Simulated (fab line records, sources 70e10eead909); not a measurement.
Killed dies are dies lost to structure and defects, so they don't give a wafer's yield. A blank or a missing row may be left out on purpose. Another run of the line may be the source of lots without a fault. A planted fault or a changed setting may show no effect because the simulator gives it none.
Matching of chambers :: flow nand-harc :: 4 sister chambers for NHARC_P_M2_DESCUM_14 on rie-diel-03
The step chemistry O2, time 3 s. 8 wafers are shown with their chamber, then 12 later ones without.

## EACH WAFER AND ITS CHAMBER
wafer: L077.2
chamber: 3
showerhead-plenum-p-Torr (Torr): 1.86
drypump-motor-current-A (A): 5.3

wafer: L084.6
chamber: 2
showerhead-plenum-p-Torr (Torr): 1.86
drypump-motor-current-A (A): 5.7

wafer: L085.1
chamber: 0
showerhead-plenum-p-Torr (Torr): 2.05
drypump-motor-current-A (A): 5.3

wafer: L085.2
chamber: 1
showerhead-plenum-p-Torr (Torr): 1.90
drypump-motor-current-A (A): 5.7

wafer: L085.6
chamber: 2
showerhead-plenum-p-Torr (Torr): 1.86
drypump-motor-current-A (A): 5.7

wafer: L090.1
chamber: 1
showerhead-plenum-p-Torr (Torr): 1.90
drypump-motor-current-A (A): 5.7

wafer: L090.3
chamber: 0
showerhead-plenum-p-Torr (Torr): 2.05
drypump-motor-current-A (A): 5.4

wafer: L090.6
chamber: 3
showerhead-plenum-p-Torr (Torr): 1.85
drypump-motor-current-A (A): 5.4

## WAFERS WHOSE CHAMBER IS MISSING
wafer: L092.3
showerhead-plenum-p-Torr (Torr): 1.90
drypump-motor-current-A (A): 5.7

wafer: L092.4
showerhead-plenum-p-Torr (Torr): 2.05
drypump-motor-current-A (A): 5.4

wafer: L092.6
showerhead-plenum-p-Torr (Torr): 1.85
drypump-motor-current-A (A): 5.4

wafer: L093.2
showerhead-plenum-p-Torr (Torr): 1.85
drypump-motor-current-A (A): 5.3

wafer: L093.4
showerhead-plenum-p-Torr (Torr): 2.05
drypump-motor-current-A (A): 5.3

wafer: L093.5
showerhead-plenum-p-Torr (Torr): 1.86
drypump-motor-current-A (A): 5.7

wafer: L096.4
showerhead-plenum-p-Torr (Torr): 1.90
drypump-motor-current-A (A): 5.7

wafer: L096.5
showerhead-plenum-p-Torr (Torr): 1.86
drypump-motor-current-A (A): 5.7

wafer: L096.6
showerhead-plenum-p-Torr (Torr): 1.85
drypump-motor-current-A (A): 5.3

wafer: L097.3
showerhead-plenum-p-Torr (Torr): 1.86
drypump-motor-current-A (A): 5.7

wafer: L097.4
showerhead-plenum-p-Torr (Torr): 2.05
drypump-motor-current-A (A): 5.4

wafer: L097.5
showerhead-plenum-p-Torr (Torr): 1.90
drypump-motor-current-A (A): 5.7

## THE CHAMBER EACH PASSED THROUGH
wafer: L092.3
from the rows above: 1
in truth: 1

wafer: L092.4
from the rows above: 0
in truth: 0

wafer: L092.6
from the rows above: 3
in truth: 3

wafer: L093.2
from the rows above: 3
in truth: 3

wafer: L093.4
from the rows above: 0
in truth: 0

wafer: L093.5
from the rows above: 2
in truth: 2

wafer: L096.4
from the rows above: 1
in truth: 1

wafer: L096.5
from the rows above: 2
in truth: 2

wafer: L096.6
from the rows above: 3
in truth: 3

wafer: L097.3
from the rows above: 2
in truth: 2

wafer: L097.4
from the rows above: 0
in truth: 0

wafer: L097.5
from the rows above: 1
in truth: 1
Correct placement for 12 of the 12. Number that these rows cannot place: 0. Wrongly placed: 0.
How it was worked out, from the rows above alone: a wafer's distance from a chamber is the root of the sum, over the readings, of the square of ((its reading less the chamber's mean) divided by the reading's scatter). If the next closest chamber is less than 2 further off than the closest, the wafer can't be placed; otherwise it belongs to the closest. For every chamber, the mean is computed from those of its wafers that are shown. The scatter: take each reading less its chamber's mean, square it, sum over the shown wafers, divide by the number of wafers less the number of chambers, and take the root.
